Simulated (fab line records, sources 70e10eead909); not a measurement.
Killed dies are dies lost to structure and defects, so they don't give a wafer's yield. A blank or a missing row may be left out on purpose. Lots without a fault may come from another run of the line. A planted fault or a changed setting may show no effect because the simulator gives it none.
A struck lot beside a sound one | flow nand_harc | 41 steps out of a route of 1302
Sound: wafers L843.2, L843.3, L843.4. Struck: wafers L856.1, L856.4, L856.6. The cause comes at the end.
At each step with rows: each side's tool, then ch and its chambers, then its first start. Under that, the readings that differ: sound wafers | struck wafers | difference of the means | sigmas: that difference in standard deviations of wafers without a fault.
alike: readings whose means differ by less than 2 such deviations, and words and numbers that are the same on both sides. not compared: withheld readings, readings that some wafer has no value for, bounds like >300 that may hide the same value, and numbers for which the record gives no deviation and whose values overlap.
The two part at a step that has a row with sigmas, a row that says differs or no value, or rows on one side only. Numbers that don't overlap but have no deviation are shown without sigmas and don't part them. A reading that every wafer of one side lacks parts them only if that side has two wafers or more.

first, 7 steps without rows for these wafers: NHARC_A_SGD_CUT_COAT_57 (time 65 s); NHARC_A_SGD_CUT_COAT_03 (resist thk 90 nm); NHARC_A_SGD_CUT_SOFTBAKE_04 (time 55 s); NHARC_A_SGD_CUT_EBR_05; NHARC_A_SGD_CUT_EXPOSE_06 (exposes mask SGD); NHARC_A_SGD_CUT_PEB_07 (peb time 65 s); NHARC_A_SGD_CUT_DEVELOP_08 (develop time 35 s).
NHARC_A_SGD_CUT_CD_MEAS_09: target cd 100 nm.
  sound on cd_sem-03 ch 0, day 18 21:28; struck on cd_sem-02 ch 0, day 25 19:31
  alike: cd_nm
NHARC_A_SGD_CUT_OVL_MEAS_10:
  sound on overlay-01, day 18 21:32; struck on overlay-02, day 25 19:35
  alike: overlay_x_nm, overlay_y_nm
NHARC_A_SGD_CUT_INSPECT_11:
  sound on defect_inspect-01, day 18 21:35; struck on defect_inspect-01, day 25 19:38
  alike: raw_defect_count
then, 1 step without rows for these wafers: NHARC_A_SGD_CUT_DESCUM_14 (chemistry O2, time 3 s).
NHARC_A_SGD_CUT_ETCH_58: etches the open film in CF4, target depth 39 nm, time 65 s.
  sound on rie_diel-06 ch 1,2,3, day 18 21:43; struck on rie_diel-06 ch 0,3, day 25 19:47
  alike: cf4_flow_sccm, drypump_motor_current_A, oes_product_au, rf_vpp_V, showerhead_plenum_p_Torr, throttle_valve_pct
  not compared: rf_hours_counter_h
NHARC_A_SGD_CUT_ETCH_59: etches the open film in N2/H2, target depth 260 nm, time 406.25 s.
  sound on rie_diel-06 ch 0,2,3, day 18 21:49; struck on rie_diel-06 ch 0,3, day 25 19:54
  alike: drypump_motor_current_A, oes_product_au, rf_vpp_V, showerhead_plenum_p_Torr, throttle_valve_pct
  not compared: rf_hours_counter_h
NHARC_A_SGD_CUT_ETCH_15: etches the open film in CH3F/O2, target depth 75 nm, time 64.3 s.
  sound on rie_diel-06 ch 0,1,3; struck on rie_diel-06 ch 0,2,3
  alike: drypump_motor_current_A, oes_product_au, rf_vpp_V, showerhead_plenum_p_Torr, throttle_valve_pct
  not compared: rf_hours_counter_h
NHARC_A_SGD_CUT_ETCH_16: etches the open film in C4F8/O2/Ar, target depth 310.5 nm, time 155.2 s.
  sound on rie_diel-06 ch 0,1,2; struck on rie_diel-06 ch 1,3
  alike: oes_product_au, rf_vpp_V
  not compared: rf_hours_counter_h
then, 1 step without rows for these wafers: NHARC_A_SGD_CUT_STRIP_60 (strips in C4F8/O2/Ar).
NHARC_A_SGD_CUT_STRIP_17: strips in O2.
  sound on rie_diel-06 ch 0,1,3; struck on rie_diel-06 ch 1,3
  alike: drypump_motor_current_A, oes_product_au, rf_vpp_V, showerhead_plenum_p_Torr, throttle_valve_pct
  not compared: rf_hours_counter_h
then, 5 steps without rows for these wafers: NHARC_A_SGD_CUT_PRECLEAN_18 (cleans in SC1); NHARC_A_SGD_CUT_SRD_19; NHARC_A_SGD_CUT_DEP_20 (deposits SiO2, target thk 150 nm); NHARC_A_SGD_CUT_ANNEAL_27 (time 1800 s); NHARC_A_SGD_CUT_CMP_21 (polishes, target thk 148.19 nm).
NHARC_A_SGD_CUT_THK_MEAS_22: measures by ellipsometry.
  sound on film_metro-02, day 19 04:52; struck on film_metro-02, day 26 02:04
  alike: thk_nm
then, 4 steps without rows for these wafers: NHARC_A_SGD_CUT_SRD_23; NHARC_A_SGD_CUT_ETCH_26 (etches SiO2 in dHF, target depth 45.8 nm); NHARC_A_SGD_CUT_ETCHBACK_24 (etches the open film in CH3F/O2, target depth 50 nm, time 92.857 s); NHARC_A_SGD_CUT_STRIP_28 (strips in O2, time 20 s).
NHARC_A_SLIT_DEP_25: deposits SiO2, target thk 200 nm.
  sound on pecvd-04 ch 0,1,2, day 19 05:26; struck on pecvd-01 ch 1,2, day 26 03:10
  alike: heater_power_w, throttle_valve_pct
  not compared: since_wet_clean_h
then, 10 steps without rows for these wafers: NHARC_A_SLIT_DEP_00 (deposits aC, target thk 6200 nm); NHARC_A_SLIT_DEP_23 (deposits SiON, target thk 100 nm); NHARC_A_SLIT_DEHYDRATE_01 (time 120 s); NHARC_A_SLIT_HMDS_02 (time 30 s); NHARC_A_SLIT_COAT_03 (resist thk 90 nm); NHARC_A_SLIT_SOFTBAKE_04 (time 55 s); NHARC_A_SLIT_EBR_05; NHARC_A_SLIT_EXPOSE_06 (exposes mask SLIT); NHARC_A_SLIT_PEB_07 (peb time 65 s); NHARC_A_SLIT_DEVELOP_08 (develop time 35 s).
NHARC_A_SLIT_CD_MEAS_09: target cd 300 nm.
  sound on cd_sem-02 ch 0, day 19 12:56; struck on cd_sem-03 ch 0, day 26 11:07
  reading    | sound             | struck            | difference | sigmas
  cd_nm (nm) | 299.0 299.6 299.8 | 301.2 300.5 300.7 | +1.3       | +3
NHARC_A_SLIT_OVL_MEAS_10:
  sound on overlay-01, day 19 13:01; struck on overlay-02, day 26 11:13
  alike: overlay_x_nm, overlay_y_nm
-- the record jumps here: 5 days lie between the struck wafers' starts before and after (it left off in module A_SLIT and takes up again in module END, whose first step shown is number 1302 of the route) --
NHARC_END_SORT_01:
  the record has rows for the struck wafers here (prober-01 ch 0, day 31 12:39) and none for the sound ones

WHERE THEY PART
First at NHARC_A_SLIT_CD_MEAS_09; last, within this record, at NHARC_END_SORT_01.

WHY: what the simulator had put in
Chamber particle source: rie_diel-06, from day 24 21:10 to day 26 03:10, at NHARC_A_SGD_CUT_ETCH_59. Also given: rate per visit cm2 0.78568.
